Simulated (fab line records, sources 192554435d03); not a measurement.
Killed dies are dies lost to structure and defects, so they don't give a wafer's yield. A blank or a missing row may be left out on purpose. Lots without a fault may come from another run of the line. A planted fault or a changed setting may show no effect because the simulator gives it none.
A struck lot beside a sound one | flow n5_finfet | 36 steps out of a route of 1938
Sound: wafers L826.2, L826.4, L826.6. Struck: wafers L832.1, L832.5, L832.6. The cause comes at the end.
At each step with rows: each side's tool, then ch and its chambers, then its first start. Under that, the readings that differ: sound wafers | struck wafers | difference of the means | sigmas: that difference in standard deviations of wafers without a fault.
alike: readings whose means differ by less than 2 such deviations, and words and numbers that are the same on both sides. not compared: withheld readings, readings that some wafer has no value for, bounds like >300 that may hide the same value, and numbers for which the record gives no deviation and whose values overlap.
The two part at a step that has a row with sigmas, a row that says differs or no value, or rows on one side only. Numbers that don't overlap but have no deviation are shown without sigmas and don't part them. A reading that every wafer of one side lacks parts them only if that side has two wafers or more.

first, 9 steps without rows for these wafers: N5_WELL_APT_COAT_19 (resist thk 950 nm); N5_WELL_APT_EBR_21; N5_WELL_APT_SOFTBAKE_20 (time 60 s); N5_WELL_APT_EXPOSE_22 (exposes mask PWELL, defocus 0 nm, target cd 200 nm); N5_WELL_APT_PEB_23 (peb time 90 s); N5_WELL_APT_DEVELOP_24 (develop time 45 s); N5_WELL_APT_HARDBAKE_29 (time 120 s); N5_WELL_APT_DESCUM_30 (chemistry O2, time 7.9 s); N5_WELL_APT_IMPLANT_31.
N5_WELL_APT_IMPLANT_32:
  sound on implanter-01 ch 0, day 5 03:18; struck on implanter-02 ch 0, day 6 15:19
  reading            | sound                           | struck                           | difference  | sigmas
  dose_ions_cm2      | 1.9962e+13 1.9978e+13 1.996e+13 | 1.1847e+13 1.1827e+13 1.1837e+13 | -8.1297e+12 | -99 or more
  faraday_current_uA | 259 252 250                     | 152 148 145                      | -105        | -24
  alike: tilt_deg
then, 25 steps without rows for these wafers: N5_WELL_APT_STRIP_33 (strips in SPM, time 900 s); N5_WELL_APT_RTA_34 (time 10 s); N5_WELL_APT_OXIDE_STRIP_42 (strips SiO2 in dHF, time 45 s, target depth 12 nm); N5_WELL_APT_PRECLEAN_36 (cleans in O3/DIW, time 45 s); N5_WELL_APT_PRECLEAN_39 (cleans in dHF, time 60 s); N5_WELL_APT_SRD_37 (time 30 s); N5_WELL_APT_EPI_41 (deposits Si from SiH4/H2, target thk 50 nm, time 297.7 s); N5_PMOS_HMC_CHANNEL_EPI_HM_DEP_34 (deposits SiO2 from TEOS/O2, target thk 36 nm, time 6.9 s); N5_PMOS_HMC_CHANNEL_EPI_COAT_31 (time 60 s, resist thk 66 nm); N5_PMOS_HMC_CHANNEL_EPI_COAT_03 (resist thk 205 nm); N5_PMOS_HMC_CHANNEL_EPI_EBR_05; N5_PMOS_HMC_CHANNEL_EPI_SOFTBAKE_04 (time 60 s); N5_PMOS_HMC_CHANNEL_EPI_EXPOSE_06 (exposes mask PMOS HMC BLK, target cd 240 nm); N5_PMOS_HMC_CHANNEL_EPI_PEB_07 (peb time 60 s); N5_PMOS_HMC_CHANNEL_EPI_DEVELOP_08 (develop time 30 s); N5_PMOS_HMC_CHANNEL_EPI_DESCUM_14 (chemistry O2, time 7.9 s); N5_PMOS_HMC_CHANNEL_EPI_ETCH_32 (etches BARC in N2/H2, stops on SiO2, target depth 85.8 nm, time 50.3 s); N5_PMOS_HMC_CHANNEL_EPI_HM_OPEN_15 (chemistry CHF3/O2, target SiO2, target depth 40.6 nm, time 20.3 s); N5_PMOS_HMC_CHANNEL_EPI_STRIP_33 (strips in N2/H2); N5_PMOS_HMC_CHANNEL_EPI_STRIP_17 (strips in SPM, time 750 s); N5_PMOS_HMC_CHANNEL_EPI_ETCH_38 (etches SiO2 in CF4, target depth 1.5 nm); N5_PMOS_HMC_CHANNEL_EPI_FIN_RECESS_16 (chemistry HBr/Cl2, target Si, target depth 54 nm, time 18 s); N5_PMOS_HMC_CHANNEL_EPI_PRECLEAN_36 (cleans in O3/DIW, time 45 s); N5_PMOS_HMC_CHANNEL_EPI_PRECLEAN_18 (cleans in DHF, time 30 s); N5_PMOS_HMC_CHANNEL_EPI_SRD_19 (time 30 s).
-- the record jumps here: 6 days lie between the struck wafers' starts before and after (it left off in module PMOS_HMC_CHANNEL_EPI and takes up again in module BEOL_M4, whose first step shown is number 1111 of the route) --
N5_BEOL_M4_RC_MEAS_101:
  sound on prober-02 ch 0, day 11 18:56; struck on prober-02 ch 0, day 12 18:07
  reading        | sound          | struck         | difference | sigmas
  CJ_N           | 4.35 4.34 4.32 | 3.27 3.27 3.31 | -1.05      | -15
  IOFF_P (nA/um) | 0.24 0.30 0.25 | 0.17 0.17 0.16 | -0.10      | -3
  ION_P (uA/um)  | 470 478 471    | 451 450 451    | -22        | -3
  VT_P (mV)      | -247 -245 -246 | -255 -252 -258 | -9         | -3
  alike: DIBL_N, DIBL_P, IOFF_N, ION_N, SS_N, SS_P, VT_N

WHERE THEY PART
First at N5_WELL_APT_IMPLANT_32; last, within this record, at N5_BEOL_M4_RC_MEAS_101.

WHY: what the simulator had put in
Process parameter drift: implanter-02, from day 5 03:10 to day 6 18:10, at N5_WELL_APT_IMPLANT_32. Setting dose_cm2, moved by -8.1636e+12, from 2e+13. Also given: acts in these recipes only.
